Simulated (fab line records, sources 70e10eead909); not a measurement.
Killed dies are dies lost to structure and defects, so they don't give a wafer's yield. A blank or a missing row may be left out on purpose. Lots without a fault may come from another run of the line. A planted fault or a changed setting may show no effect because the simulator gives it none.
Which tool did it? | flow nand_harc | 11 lots, 33 wafers sampled, at 1 step of a route of 1302

WHAT THE GAUGES READ, wafer by wafer
NHARC_A_SGD_CUT_INSPECT_11.
lot  | measured     | on                | raw_defect_count
L748 | day 20 00:01 | defect_inspect-02 | 102 129 127
L752 | day 21 05:40 | defect_inspect-01 | 57 60 64
L750 | day 21 07:03 | defect_inspect-01 | 101 113 128
L751 | day 21 10:52 | defect_inspect-01 | 52 69 52
L754 | day 22 16:14 | defect_inspect-02 | 29 32 32
L757 | day 23 12:25 | defect_inspect-02 | 78 83 83
L758 | day 24 08:57 | defect_inspect-01 | 18 8 14
L759 | day 25 03:02 | defect_inspect-02 | 92 75 87
L766 | day 28 00:11 | defect_inspect-01 | 29 23 28
L768 | day 28 03:55 | defect_inspect-01 | 14 14 11
L769 | day 28 21:51 | defect_inspect-01 | 40 47 43

WHICH TOOL RAN EACH LOT (tool, then ch and the chambers of the sampled wafers, then the start)
The record holds no process step before these readings.

THE ANSWER, worked out from the rows above alone
Rule: what is usual is taken from the lots themselves. Put in order of their means at a reading, lots are off if they are a third of the lots or fewer, leave a main group of 4 or more, and stand apart from it by a gap of 3 or more times the standard deviation of the main group's means; of several such gaps the widest counts. A main group whose means are all the same, to the digits that the tables above print for the reading, isn't used. A lot without any number at a reading at which 4 lots or more have one is off too. The other lots that the step has rows for count as sound.
No lot is off at any reading shown: from this, nothing can be told.

WHAT THE SIMULATOR HAD PUT IN
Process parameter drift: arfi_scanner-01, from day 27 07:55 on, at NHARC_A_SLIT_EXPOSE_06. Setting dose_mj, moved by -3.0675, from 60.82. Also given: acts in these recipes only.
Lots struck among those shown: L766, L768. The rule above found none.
